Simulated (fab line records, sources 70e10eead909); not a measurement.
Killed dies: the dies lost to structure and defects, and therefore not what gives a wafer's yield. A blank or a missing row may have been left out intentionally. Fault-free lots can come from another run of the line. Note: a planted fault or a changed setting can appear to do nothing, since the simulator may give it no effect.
What tool caused it? | flow nand_harc | 21 wafers sampled from 7 lots at 1 step of a route of 1302

## WHAT THE GAUGES READ, wafer by wafer
NHARC_P_GATE_CD_MEAS_26 targets a cd of 120 nm.
lot  | measured     | on        | cd_nm (nm)
L369 | day 5 15:40  | cd_sem-01 | 120.2 120.6 119.8
L372 | day 6 23:37  | cd_sem-02 | 119.6 120.2 119.3
L375 | day 8 22:03  | cd_sem-02 | 120.5 120.4 121.3
L377 | day 9 01:31  | cd_sem-01 | 120.0 120.2 120.3
L380 | day 10 16:46 | cd_sem-03 | 120.1 120.4 121.3
L386 | day 12 18:05 | cd_sem-01 | 120.0 119.6 120.2
L390 | day 14 09:49 | cd_sem-01 | 119.7 120.3 119.2

## TOOL THAT RAN EACH LOT (tool first, then ch and the chambers of the sampled wafers, then the start)
Before these readings, the record contains no process step.

## THE ANSWER, worked out from the rows above alone
Rule: usual is defined by the lots themselves. Put in order of their means at a reading, lots are off if they are a third of the lots or fewer, leave a main group of 4 or more, and stand apart from it by a gap of 3 or more times the standard deviation of the main group's means; of several such gaps the widest counts. If all means in a main group match to the digits the tables above print for the reading, that group is not used. Also off: a lot with no number at a reading for which 4 or more lots have one. The other lots that the step has rows for count as sound.
Across all readings shown, no lot is off: no conclusion can be drawn from this.

## WHAT THE SIMULATOR HAD PUT IN
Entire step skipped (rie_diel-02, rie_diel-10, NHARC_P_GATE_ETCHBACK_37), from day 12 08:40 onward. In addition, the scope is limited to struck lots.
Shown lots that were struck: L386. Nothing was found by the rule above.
